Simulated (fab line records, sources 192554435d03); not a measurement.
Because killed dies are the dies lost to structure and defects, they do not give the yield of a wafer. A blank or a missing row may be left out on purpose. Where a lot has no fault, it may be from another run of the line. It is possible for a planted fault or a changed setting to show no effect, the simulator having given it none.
Code-filled problem report in 8D (eight disciplines) form / flow n5Finfet / the parts of the form that need people (team, actions taken, sign-off) are left out

== 1. PROBLEM STATEMENT ==
Wafers with no fault read 68 with a standard deviation of 24, whereas rawDefectCount at N5_BEOL_M3_INSPECT_59 reads a mean of 578 on 1 wafer of 1 lot. Relative to the usual mean, that is a shift of +21 standard deviations.
The step: inspects for defects (darkfield).
Seen first at day 8 23:36 on defectInspect-02, wafer L977.2. Wafers with a number at this step in the record: 27, from 9 lots. Rule for "out", or "out of limits": more than 4 standard deviations from the usual mean. The other wafers with a number count as sound.

== 2. WHAT IT IS, WHAT IT ISN'T ==
question=which readings at this step | is=rawDefectCount | is not=-
question=which lots | is=L977 | is not=L972, L974, L987, L988, L989, L991, L993, L995
question=which wafers of those lots | is=L977.2 | is not=L977.3, L977.6
question=read on which gauges | is=defectInspect-02 | is not=defectInspect-01
question=when | is=from day 8 23:36 | is not=up to then (8 sound wafers); but 18 sound wafers of L987, L988, L989, L991, L993, L995 came after

== 3. WHAT RULES OUT EACH SUSPECT ==
Counting: any tool at a process step up to the reading remains a suspect provided it ran every lot that is out. Sound lots after the first of them don't rule it out here, since some wafers of a struck lot are sound.
- the gauge at N5_BEOL_M3_INSPECT_59: ruled out. All the wafers that are out were read on defectInspect-02, but those of them that N5_BEOL_M4_INSPECT_13 has rows for are out there too, on other tools.
- pvdSputter-01 at N5_BEOL_M3_ANNEAL_80 (time 240 s): kept. It ran the lot that is out, L977 (day 8 21:04).
- pvdSputter-01 at N5_BEOL_M3_ANNEAL_95 (time 240 s): kept. It ran the lot that is out, L977 (day 8 22:23).
- pvdSputter-01 at N5_BEOL_M3_SPUTTER_96 (material Cu, target thk 4.5 nm, time 8.29 s): kept. It ran the lot that is out, L977 (day 8 22:31).
- cvdCo-01 at N5_BEOL_M3_PRE_CLEAN_60 (time 15 s): kept. It processed L977, the lot that is out, at day 8 23:20, and its most recent sound lot before then was L972 at day 7 15:52.
- In cvdCo-01 at N5_BEOL_M3_PRE_CLEAN_60, the wafers that are out were processed in chamber 0 and their sound lot-mates in chambers 1, 2.
Left after counting: pvdSputter-01 at N5_BEOL_M3_ANNEAL_80, pvdSputter-01 at N5_BEOL_M3_ANNEAL_95, pvdSputter-01 at N5_BEOL_M3_SPUTTER_96, cvdCo-01 at N5_BEOL_M3_PRE_CLEAN_60.

== 4. THE CAUSE (what the simulator had put in) ==
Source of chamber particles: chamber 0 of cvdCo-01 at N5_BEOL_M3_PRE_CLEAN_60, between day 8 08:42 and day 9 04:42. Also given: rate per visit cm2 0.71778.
This tool is one of the 4 suspects left after counting.

== 5. THE EFFECT CHAIN, in route order ==
Each row: a reading whose mean over the struck wafers that have a number lies more than 3 standard deviations from the usual. Readings are gone through only where the record gives a usual standard deviation; hours: the median, over the lots, of the time from a lot's start at the first step in this table giving one to that lot's start at this step; sigmas: the change measured in usual standard deviations.
hours=0; step=N5_BEOL_M3_INSPECT_59; reading=rawDefectCount; usual=68; on struck wafers=578; change=+510; sigmas=+21
hours=1; step=N5_BEOL_M4_INSPECT_13; reading=rawDefectCount; usual=414; on struck wafers=1061; change=+647; sigmas=+7.2
hours=111; step=N5_PASSIVATION_PROBE_49; reading=defectLimitedYield; usual=91.4 %; on struck wafers=83.9; change=-7.5; sigmas=-4.7
hours=111; step=N5_PASSIVATION_PROBE_49; reading=killed_at_M0_to_M3; usual=34; on struck wafers=134; change=+100; sigmas=+8.3
hours=111; step=N5_PASSIVATION_PROBE_49; reading=killedDies; usual=102; on struck wafers=190; change=+88; sigmas=+4.6
hours=111; step=N5_PASSIVATION_PROBE_49; reading=sort_bin_5_function; usual=5.1 %; on struck wafers=10.3; change=+5.2; sigmas=+4.7
hours=111; step=N5_PASSIVATION_PROBE_49; reading=sortNPass; usual=1078; on struck wafers=990; change=-88; sigmas=-4.6
hours=111; step=N5_PASSIVATION_PROBE_49; reading=sortYieldPct; usual=91.4 %; on struck wafers=83.9; change=-7.5; sigmas=-4.7
It contains these process steps:
- N5_PASSIVATION_PROBE_49
Later steps that measure or inspect, where all struck wafers having a row at the step show a number for every such reading and not one has moved that far: N5_BEOL_M4_RC_MEAS_101.

== 6. HOW IT WOULD HAVE BEEN CAUGHT EARLIER ==
Counted from the fault's start at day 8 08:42, it took 15 hours until the first out-of-limits reading at a measuring or inspecting step in this record, taken at day 8 23:36.
Tool readings at N5_BEOL_M3_PRE_CLEAN_60 with a usual standard deviation given in the record: none out on any struck wafer, hence no alarm at a limit of 4 standard deviations on them.
The start of N5_BEOL_M3_PRE_CLEAN_60 on cvdCo-01 came by day 8 23:36 for every one of the lots that are out (1). Tool hold at that time: it would have spared none of them.
